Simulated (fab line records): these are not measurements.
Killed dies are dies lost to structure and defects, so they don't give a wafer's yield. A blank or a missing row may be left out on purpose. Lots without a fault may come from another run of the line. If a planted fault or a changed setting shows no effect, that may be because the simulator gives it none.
Matching of chambers || flow nand harc || 4 sister chambers for NHARC_A_ZERO_WELL_DESCUM_12 on rie diel-11
The step chemistry O2, time 3 s. 8 wafers are shown with their chamber, then 10 later ones without.

== EACH WAFER AND ITS CHAMBER ==
{"wafer": "L880.1", "chamber": 3, "drypump motor current A (A)": 5.6, "oes product au (a.u.)": 0.991}
{"wafer": "L880.2", "chamber": 0, "drypump motor current A (A)": 6.0, "oes product au (a.u.)": 0.985}
{"wafer": "L881.1", "chamber": 2, "drypump motor current A (A)": 6.5, "oes product au (a.u.)": 1.022}
{"wafer": "L881.2", "chamber": 1, "drypump motor current A (A)": 6.2, "oes product au (a.u.)": 1.031}
{"wafer": "L881.6", "chamber": 2, "drypump motor current A (A)": 6.5, "oes product au (a.u.)": 1.013}
{"wafer": "L888.3", "chamber": 0, "drypump motor current A (A)": 5.9, "oes product au (a.u.)": 0.999}
{"wafer": "L888.4", "chamber": 1, "drypump motor current A (A)": 6.2, "oes product au (a.u.)": 1.021}
{"wafer": "L888.6", "chamber": 3, "drypump motor current A (A)": 5.6, "oes product au (a.u.)": 0.994}

== WAFERS WHOSE CHAMBER IS MISSING ==
{"wafer": "L889.2", "drypump motor current A (A)": 6.3, "oes product au (a.u.)": 1.013}
{"wafer": "L889.4", "drypump motor current A (A)": 6.5, "oes product au (a.u.)": 0.972}
{"wafer": "L889.5", "drypump motor current A (A)": 5.7, "oes product au (a.u.)": 0.993}
{"wafer": "L890.2", "drypump motor current A (A)": 6.5, "oes product au (a.u.)": 0.978}
{"wafer": "L890.4", "drypump motor current A (A)": 5.6, "oes product au (a.u.)": 0.997}
{"wafer": "L891.2", "drypump motor current A (A)": 6.5, "oes product au (a.u.)": 0.989}
{"wafer": "L891.3", "drypump motor current A (A)": 5.7, "oes product au (a.u.)": 0.994}
{"wafer": "L892.4", "drypump motor current A (A)": 6.2, "oes product au (a.u.)": 1.017}
{"wafer": "L892.5", "drypump motor current A (A)": 5.9, "oes product au (a.u.)": 1.000}
{"wafer": "L892.6", "drypump motor current A (A)": 5.7, "oes product au (a.u.)": 1.000}

== CHAMBER TAKEN BY EACH ==
{"wafer": "L889.2", "from the rows above": 1, "in truth": 1}
{"wafer": "L889.4", "from the rows above": 2, "in truth": 2}
{"wafer": "L889.5", "from the rows above": 3, "in truth": 3}
{"wafer": "L890.2", "from the rows above": 2, "in truth": 2}
{"wafer": "L890.4", "from the rows above": 3, "in truth": 3}
{"wafer": "L891.2", "from the rows above": 2, "in truth": 2}
{"wafer": "L891.3", "from the rows above": 3, "in truth": 3}
{"wafer": "L892.4", "from the rows above": 1, "in truth": 1}
{"wafer": "L892.5", "from the rows above": 0, "in truth": 0}
{"wafer": "L892.6", "from the rows above": 3, "in truth": 3}
10 of 10 placed correctly. Can't be placed from these rows: 0. Placed wrongly: 0.
How it was worked out, from the rows above alone: a wafer's distance from a chamber is the root of the sum, over the readings, of the square of ((its reading less the chamber's mean) divided by the reading's scatter). If the next closest chamber is less than 2 further off than the closest, the wafer can't be placed; otherwise it belongs to the closest. The mean given for a chamber averages the wafers shown for that chamber. The scatter is the square root of a quotient: the sum, over the shown wafers, of each reading's squared deviation from its chamber's mean, divided by wafers minus chambers.
